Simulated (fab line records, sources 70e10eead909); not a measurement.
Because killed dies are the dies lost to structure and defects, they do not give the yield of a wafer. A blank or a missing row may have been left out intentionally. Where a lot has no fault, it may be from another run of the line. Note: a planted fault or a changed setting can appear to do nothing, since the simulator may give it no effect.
Shared-tool check | flow nandHarc | Sample size 12 lots and 36 wafers

## WHY IT WAS OPENED
Flagged at NHARC_P_GATE_CD_MEAS_26: reading cdNm, on 1 of 12 lots. Wafers without a fault read 120.1 nm, standard deviation 0.63.
Rule: a lot is flagged in two cases, either no wafer of it has a number, or all its wafers with numbers fall more than 4 standard deviations from that mean. All remaining lots are regarded as sound.

lot  | measured     | on       | cdNm (nm), wafer by wafer | flag
L541 | day 5 00:14  | cdSem-01 | 121.3 120.9 120.5         | 
L543 | day 5 19:01  | cdSem-03 | 119.8 120.0 119.9         | 
L547 | day 6 13:01  | cdSem-03 | 105.6 106.2 105.7         | FLAGGED
L549 | day 7 05:45  | cdSem-03 | 119.4 118.8 120.6         | 
L554 | day 8 13:43  | cdSem-02 | 119.4 120.0 120.3         | 
L555 | day 8 19:24  | cdSem-02 | 119.4 118.7 119.0         | 
L557 | day 9 07:32  | cdSem-03 | 120.6 121.5 121.2         | 
L558 | day 9 14:09  | cdSem-02 | 120.4 119.8 119.9         | 
L559 | day 9 14:46  | cdSem-03 | 121.1 120.7 120.8         | 
L560 | day 10 01:23 | cdSem-02 | 119.8 119.6 120.3         | 
L561 | day 10 04:44 | cdSem-01 | 119.7 119.1 119.3         | 
L562 | day 10 04:53 | cdSem-03 | 119.3 120.0 120.1         | 
The numbers of the flagged lots are 105.8 nm on average: -14.3 nm against the usual, or -23 standard deviations.

## WHICH TOOL RAN EACH LOT
Before the reading, the record contains 2 process steps out of a 1159-step route. Cell contents, in order: the tool; ch with the chambers the sampled wafers went through; the start.
lot  | flag    | NHARC_P_GATE_DESCUM_13           | NHARC_P_GATE_EXPOSE_23
L541 |         | rieDiel-13 ch 1,2,3, day 4 10:29 | arfiScanner-02 ch 0, day 5 00:06
L543 |         | rieDiel-11 ch 1,3, day 5 03:40   | arfiScanner-01 ch 0, day 5 18:53
L547 | FLAGGED | rieDiel-13 ch 0,1,2, day 5 23:36 | arfiScanner-02 ch 0, day 6 12:53
L549 |         | rieDiel-13 ch 1,2,3, day 6 15:44 | arfiScanner-02 ch 0, day 7 05:37
L554 |         | rieDiel-11 ch 0,3, day 7 17:48   | arfiScanner-01 ch 0, day 8 13:35
L555 |         | rieDiel-13 ch 0,3, day 8 01:53   | arfiScanner-03 ch 0, day 8 19:15
L557 |         | rieDiel-11 ch 0,1,3, day 8 16:45 | arfiScanner-03 ch 0, day 9 07:23
L558 |         | rieDiel-09 ch 0,1,2, day 8 23:44 | arfiScanner-02 ch 0, day 9 14:01
L559 |         | rieDiel-09 ch 0,1,2, day 8 23:34 | arfiScanner-02 ch 0, day 9 14:37
L560 |         | rieDiel-13 ch 1,3, day 9 11:23   | arfiScanner-02 ch 0, day 10 01:14
L561 |         | rieDiel-13 ch 0,1,2, day 9 14:39 | arfiScanner-01 ch 0, day 10 04:35
L562 |         | rieDiel-13 ch 0,1,2, day 9 14:49 | arfiScanner-02 ch 0, day 10 04:44
What is done by these steps:
- NHARC_P_GATE_DESCUM_13: chemistry O2, time 3 s.
- NHARC_P_GATE_EXPOSE_23: exposes mask P GATE, target cd 120 nm.
- NHARC_P_GATE_CD_MEAS_26: target cd 120 nm.

## FLAGGED AGAINST TOTAL, ONE TOOL AT A TIME (gauges that did the reading follow at the end)
step                    | tool           | lots run | flagged | share of the flagged lots | sound lots run after its first flagged lot
NHARC_P_GATE_DESCUM_13  | rieDiel-09     | 2        | 0       | none                      | -
NHARC_P_GATE_DESCUM_13  | rieDiel-11     | 3        | 0       | none                      | -
NHARC_P_GATE_DESCUM_13  | rieDiel-13     | 7        | 1       | all                       | 5 (L549,L555,L560,L561,L562)
NHARC_P_GATE_EXPOSE_23  | arfiScanner-01 | 3        | 0       | none                      | -
NHARC_P_GATE_EXPOSE_23  | arfiScanner-02 | 7        | 1       | all                       | 5 (L549,L558,L559,L560,L562)
NHARC_P_GATE_EXPOSE_23  | arfiScanner-03 | 2        | 0       | none                      | -
NHARC_P_GATE_CD_MEAS_26 | cdSem-01       | 2        | 0       | none                      | -
NHARC_P_GATE_CD_MEAS_26 | cdSem-02       | 4        | 0       | none                      | -
NHARC_P_GATE_CD_MEAS_26 | cdSem-03       | 6        | 1       | all                       | 4 (L549,L557,L559,L562)

## THE TABLE: WHAT IT ALLOWS
All flagged lots were run by 3 table rows, namely rieDiel-13 at NHARC_P_GATE_DESCUM_13, arfiScanner-02 at NHARC_P_GATE_EXPOSE_23, cdSem-03 at NHARC_P_GATE_CD_MEAS_26.
- rieDiel-13 at NHARC_P_GATE_DESCUM_13: 1 of its 7 lots flagged. Sound lots ran on it after the first flagged one (L549, L555, L560, L561, L562), which a lasting fault on the whole tool wouldn't allow.
- arfiScanner-02 at NHARC_P_GATE_EXPOSE_23: 1 of its 7 lots flagged. Sound lots ran on it after the first flagged one (L549, L558, L559, L560, L562), which a lasting fault on the whole tool wouldn't allow.
- cdSem-03 at NHARC_P_GATE_CD_MEAS_26: 1 of its 6 lots flagged. Sound lots ran on it after the first flagged one (L549, L557, L559, L562), which a lasting fault on the whole tool wouldn't allow.
Not one row of the table ran every flagged lot while running no sound lot after the first.

## WHAT THE SIMULATOR HAD INSERTED
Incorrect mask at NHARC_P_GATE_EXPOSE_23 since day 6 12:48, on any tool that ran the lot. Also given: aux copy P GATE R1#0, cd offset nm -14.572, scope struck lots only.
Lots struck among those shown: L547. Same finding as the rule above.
